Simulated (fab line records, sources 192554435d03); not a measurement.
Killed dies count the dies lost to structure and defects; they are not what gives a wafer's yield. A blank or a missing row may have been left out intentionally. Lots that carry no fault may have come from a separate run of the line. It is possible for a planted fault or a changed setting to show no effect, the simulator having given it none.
2 desks looking at one fault :: flow n5Finfet :: each desk has only its own numbers; what lay behind them comes last

== THE METROLOGY DESK ==
Lot by lot, what the gauges showed, no matter which tool ran the lot: averages of those sampled wafers that carry a number. If a lot's mean is further than 4 standard deviations from the usual mean, the lot is out of limits and carries the mark OUT (the distance appears in the brackets). Readings shown: 7 of its 10, picked as those furthest out on some lot.
Columns: A = DIBL_N at N5_BEOL_M4_RC_MEAS_101, usual 35.8 mV/V; B = DIBL_P at N5_BEOL_M4_RC_MEAS_101, usual 35.9 mV/V; C = IOFF_P at N5_BEOL_M4_RC_MEAS_101, usual 0.21 nA/um; D = ION_N at N5_BEOL_M4_RC_MEAS_101, usual 672 uA/um; E = SS_N at N5_BEOL_M4_RC_MEAS_101, usual 71.5 mV/dec; F = SS_P at N5_BEOL_M4_RC_MEAS_101, usual 73.2 mV/dec; G = VT_P at N5_BEOL_M4_RC_MEAS_101, usual -250 mV
lot: L220
first seen here: day 7 22:11
A: 36.9
B: 37.3
C: 0.20
D: 675
E: 72.9
F: 73.2
G: -250

lot: L221
first seen here: day 8 10:56
A: 37.2
B: 36.5
C: 0.23
D: 677
E: 71.7
F: 73.5
G: -247

lot: L226
first seen here: day 9 17:10
A: 36.5
B: 36.0
C: 0.17
D: 665
E: 71.6
F: 73.6
G: -256

lot: L227
first seen here: day 9 23:46
A: 35.5
B: 35.3
C: 0.16
D: 660
E: 71.3
F: 72.5
G: -254

lot: L228
first seen here: day 10 14:59
A: 36.0
B: 36.3
C: 0.22
D: 681
E: 71.1
F: 73.4
G: -248

lot: L231
first seen here: day 10 20:46
A: 35.6
B: 36.4
C: 0.20
D: 672
E: 71.5
F: 74.2
G: -250

lot: L229
first seen here: day 10 23:31
A: 37.8
B: 35.2
C: 0.21
D: 666
E: 71.9
F: 73.0
G: -249

lot: L232
first seen here: day 11 04:14
A: 33.9
B: 33.2
C: 0.17
D: 657
E: 70.8
F: 72.9
G: -252

lot: L238
first seen here: day 12 21:50
A: 35.9
B: 38.4
C: 0.24
D: 683
E: 71.5
F: 73.6
G: -249

lot: L242
first seen here: day 14 09:00
A: 35.3
B: 35.3
C: 0.20
D: 670
E: 71.6
F: 73.1
G: -252
This desk's verdict: no lot among the 10 shows anything out of limits.

== FOR THE TOOL OWNER'S DESK: rieDiel-01 ==
The tool's own readings at N5_BEOL_M1_ETCH_74 (etches underlayer in N2/H2, target depth 6.5 nm, time 5.2 s): means of the sampled wafers that have a number, for each lot that ran on this tool. If a lot's mean is further than 4 standard deviations from the usual mean, the lot is out of limits and carries the mark OUT (the distance appears in the brackets).
Columns: A = drypumpMotorCurrentA at N5_BEOL_M1_ETCH_74, usual 5.64 A; B = etchRfOnTimeS at N5_BEOL_M1_ETCH_74, usual 5.19 s; C = h2FlowSccm at N5_BEOL_M1_ETCH_74, usual 200.0 sccm; D = oesProductAu at N5_BEOL_M1_ETCH_74, usual 0.65 a.u.; E = rfVppV at N5_BEOL_M1_ETCH_74, usual 524.5 V; F = showerheadPlenumPTorr at N5_BEOL_M1_ETCH_74, usual 2.58 Torr; G = throttleValvePct at N5_BEOL_M1_ETCH_74, usual 17.90 %
lot: L231
first seen here: day 9 04:31
A: 5.95
B: 5.20
C: 199.8
D: 0.67
E: 524.9
F: 2.62
G: 18.00

lot: L232
first seen here: day 9 07:27
A: 5.62
B: 5.21
C: 199.1
D: 0.58
E: 523.9
F: 2.57
G: 18.15

lot: L238
first seen here: day 10 14:28
A: 5.66
B: 4.58 (-5.1) OUT
C: 199.3
D: 0.65
E: 524.1
F: 2.58
G: 18.01
Finding of this desk: L238 out of limits; the first was L238 at day 10 14:28, on etchRfOnTimeS at N5_BEOL_M1_ETCH_74. In limits: L231, L232.

== BROUGHT TOGETHER ==
An alarm could have come from the tool owner's desk at day 10 14:28, on L238.
Metrology desk: nothing out of limits seen.
The metrology desk holds a record of L238, inside its limits.
N5_BEOL_M1_ETCH_74 was run on rieDiel-01 by each of the lots named.

== WHAT THE SIMULATOR PUT IN ==
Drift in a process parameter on rieDiel-01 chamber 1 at N5_BEOL_M1_ETCH_74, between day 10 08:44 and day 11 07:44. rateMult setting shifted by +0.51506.
Struck lots among those shown: L238.
How many hours passed from the start of the fault until each desk's first out-of-limits reading: the tool owner's desk, 6.
